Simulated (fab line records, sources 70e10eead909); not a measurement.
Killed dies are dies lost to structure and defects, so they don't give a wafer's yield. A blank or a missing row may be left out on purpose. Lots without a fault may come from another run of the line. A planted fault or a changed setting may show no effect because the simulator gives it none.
Chamber matching | flow nand_harc | NHARC_P_GATE_DESCUM_93 on rie_diel-06: 4 sister chambers
The step chemistry O2, time 3 s. 18 wafers are shown with their chamber, then 9 later ones without.

WAFERS WITH THEIR CHAMBER
wafer  | chamber | showerhead_plenum_p_Torr (Torr) | drypump_motor_current_A (A) | oes_product_au (a.u.)
L855.3 | 3       | 1.85                            | 6.3                         | 1.004
L855.4 | 0       | 1.84                            | 4.9                         | 1.024
L855.6 | 2       | 2.04                            | 5.7                         | 1.012
L857.1 | 2       | 2.04                            | 5.8                         | 1.012
L857.2 | 3       | 1.85                            | 6.3                         | 0.991
L857.3 | 1       | 1.96                            | 6.0                         | 0.990
L856.1 | 0       | 1.84                            | 4.9                         | 1.013
L856.2 | 1       | 1.96                            | 6.0                         | 0.998
L856.4 | 3       | 1.85                            | 6.4                         | 1.005
L858.2 | 3       | 1.85                            | 6.4                         | 1.005
L858.4 | 1       | 1.96                            | 6.0                         | 0.998
L858.6 | 2       | 2.04                            | 5.8                         | 1.010
L862.1 | 0       | 1.83                            | 4.9                         | 1.013
L862.2 | 3       | 1.85                            | 6.3                         | 0.991
L862.3 | 1       | 1.96                            | 6.0                         | 0.985
L868.1 | 0       | 1.83                            | 4.9                         | 1.023
L868.5 | 0       | 1.83                            | 4.9                         | 1.010
L868.6 | 3       | 1.85                            | 6.3                         | 0.999

SIGNATURES (means of the wafers above)
reading                  | chamber 0 | chamber 1 | chamber 2 | chamber 3 | scatter within a chamber
showerhead_plenum_p_Torr | 1.8340    | 1.9600    | 2.0400    | 1.8500    | 0.00293
drypump_motor_current_A  | 4.900     | 6.000     | 5.767     | 6.333     | 0.0378
oes_product_au           | 1.01660   | 0.99275   | 1.01133   | 0.99917   | 0.00607
Rule: a wafer's distance from a chamber is the root of the sum, over the readings, of the square of ((its reading less the chamber's mean) divided by the reading's scatter). The wafer belongs to the nearest chamber; if the next one is less than 2 further off, it can't be placed. The scatter: the root of (the sum of the squares of (reading less its chamber's mean) over the shown wafers, divided by (wafers less chambers)).

WAFERS WITHOUT THEIR CHAMBER
wafer  | showerhead_plenum_p_Torr (Torr) | drypump_motor_current_A (A) | oes_product_au (a.u.)
L869.2 | 1.85                            | 6.3                         | 1.003
L869.3 | 2.03                            | 5.7                         | 1.003
L869.5 | 1.96                            | 6.0                         | 0.980
L874.3 | 1.96                            | 6.0                         | 0.978
L874.4 | 1.85                            | 6.3                         | 1.017
L874.5 | 2.03                            | 5.8                         | 0.998
L876.1 | 1.85                            | 6.4                         | 1.003
L876.2 | 1.83                            | 4.9                         | 1.013
L876.3 | 2.03                            | 5.8                         | 1.013

WHICH CHAMBER EACH WENT THROUGH
wafer  | from the rows above | in truth
L869.2 | 3                   | 3
L869.3 | 2                   | 2
L869.5 | 1                   | 1
L874.3 | 1                   | 1
L874.4 | 3                   | 3
L874.5 | 2                   | 2
L876.1 | 3                   | 3
L876.2 | 0                   | 0
L876.3 | 2                   | 2
Placed correctly: 9 of 9. Can't be placed from these rows: 0. Placed wrongly: 0.
